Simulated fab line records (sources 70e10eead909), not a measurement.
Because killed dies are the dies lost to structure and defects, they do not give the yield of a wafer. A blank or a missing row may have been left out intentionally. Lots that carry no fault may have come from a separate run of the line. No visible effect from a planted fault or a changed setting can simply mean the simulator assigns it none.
Matching of chambers / flow nandHarc / NHARC_A_STAIRCASE_TRIM_12 on rieDiel-06 has 4 sister chambers
The step chemistry O2, time 211.2 s. 14 wafers are shown with their chamber, then 7 later ones without.

## WAFERS PAIRED WITH THEIR CHAMBERS
wafer=L079.1; chamber=2; drypumpMotorCurrentA (A)=5.5; showerheadPlenumPTorr (Torr)=3.71; oesProductAu (a.u.)=1.028
wafer=L079.4; chamber=1; drypumpMotorCurrentA (A)=5.7; showerheadPlenumPTorr (Torr)=3.45; oesProductAu (a.u.)=0.987
wafer=L079.6; chamber=3; drypumpMotorCurrentA (A)=4.8; showerheadPlenumPTorr (Torr)=3.69; oesProductAu (a.u.)=0.982
wafer=L082.4; chamber=2; drypumpMotorCurrentA (A)=5.5; showerheadPlenumPTorr (Torr)=3.71; oesProductAu (a.u.)=1.012
wafer=L082.5; chamber=1; drypumpMotorCurrentA (A)=5.7; showerheadPlenumPTorr (Torr)=3.44; oesProductAu (a.u.)=0.975
wafer=L082.6; chamber=0; drypumpMotorCurrentA (A)=5.6; showerheadPlenumPTorr (Torr)=3.60; oesProductAu (a.u.)=1.001
wafer=L081.2; chamber=3; drypumpMotorCurrentA (A)=4.8; showerheadPlenumPTorr (Torr)=3.69; oesProductAu (a.u.)=0.983
wafer=L081.4; chamber=2; drypumpMotorCurrentA (A)=5.5; showerheadPlenumPTorr (Torr)=3.71; oesProductAu (a.u.)=1.013
wafer=L081.6; chamber=3; drypumpMotorCurrentA (A)=4.8; showerheadPlenumPTorr (Torr)=3.68; oesProductAu (a.u.)=0.992
wafer=L087.1; chamber=2; drypumpMotorCurrentA (A)=5.5; showerheadPlenumPTorr (Torr)=3.70; oesProductAu (a.u.)=1.020
wafer=L087.5; chamber=2; drypumpMotorCurrentA (A)=5.5; showerheadPlenumPTorr (Torr)=3.70; oesProductAu (a.u.)=1.024
wafer=L087.6; chamber=3; drypumpMotorCurrentA (A)=4.9; showerheadPlenumPTorr (Torr)=3.68; oesProductAu (a.u.)=0.995
wafer=L091.2; chamber=3; drypumpMotorCurrentA (A)=4.8; showerheadPlenumPTorr (Torr)=3.68; oesProductAu (a.u.)=1.000
wafer=L091.4; chamber=1; drypumpMotorCurrentA (A)=5.7; showerheadPlenumPTorr (Torr)=3.43; oesProductAu (a.u.)=0.990

SIGNATURES (averages over the wafers above)
reading=drypumpMotorCurrentA; chamber 0=5.600; chamber 1=5.700; chamber 2=5.500; chamber 3=4.820; scatter within a chamber=0.0283
reading=showerheadPlenumPTorr; chamber 0=3.6000; chamber 1=3.4400; chamber 2=3.7060; chamber 3=3.6840; scatter within a chamber=0.00663
reading=oesProductAu; chamber 0=1.00100; chamber 1=0.98400; chamber 2=1.01940; chamber 3=0.99040; scatter within a chamber=0.00747
Rule: distance of a wafer from a chamber = root of the sum over the readings of ((wafer's reading minus chamber's mean) / reading's scatter) squared. If the next closest chamber is less than 2 further off than the closest, the wafer can't be placed; otherwise it belongs to the closest. How the scatter is found: for the shown wafers, subtract from each reading the mean of its chamber, square and add these, divide the total by (wafers less chambers), then take the root.

## WAFERS WITH NO CHAMBER GIVEN
wafer=L091.6; drypumpMotorCurrentA (A)=5.7; showerheadPlenumPTorr (Torr)=3.59; oesProductAu (a.u.)=1.007
wafer=L095.1; drypumpMotorCurrentA (A)=5.7; showerheadPlenumPTorr (Torr)=3.58; oesProductAu (a.u.)=1.004
wafer=L095.3; drypumpMotorCurrentA (A)=4.9; showerheadPlenumPTorr (Torr)=3.67; oesProductAu (a.u.)=1.004
wafer=L095.6; drypumpMotorCurrentA (A)=5.7; showerheadPlenumPTorr (Torr)=3.43; oesProductAu (a.u.)=0.988
wafer=L096.1; drypumpMotorCurrentA (A)=4.8; showerheadPlenumPTorr (Torr)=3.67; oesProductAu (a.u.)=0.993
wafer=L096.4; drypumpMotorCurrentA (A)=5.5; showerheadPlenumPTorr (Torr)=3.69; oesProductAu (a.u.)=1.004
wafer=L096.5; drypumpMotorCurrentA (A)=5.5; showerheadPlenumPTorr (Torr)=3.69; oesProductAu (a.u.)=1.004

## CHAMBER TAKEN BY EACH
wafer=L091.6; from the rows above=0; in truth=0
wafer=L095.1; from the rows above=0; in truth=0
wafer=L095.3; from the rows above=3; in truth=3
wafer=L095.6; from the rows above=1; in truth=1
wafer=L096.1; from the rows above=3; in truth=3
wafer=L096.4; from the rows above=2; in truth=2
wafer=L096.5; from the rows above=2; in truth=2
Placed correctly: 7 of 7. Number that these rows cannot place: 0. Number placed wrongly: 0.
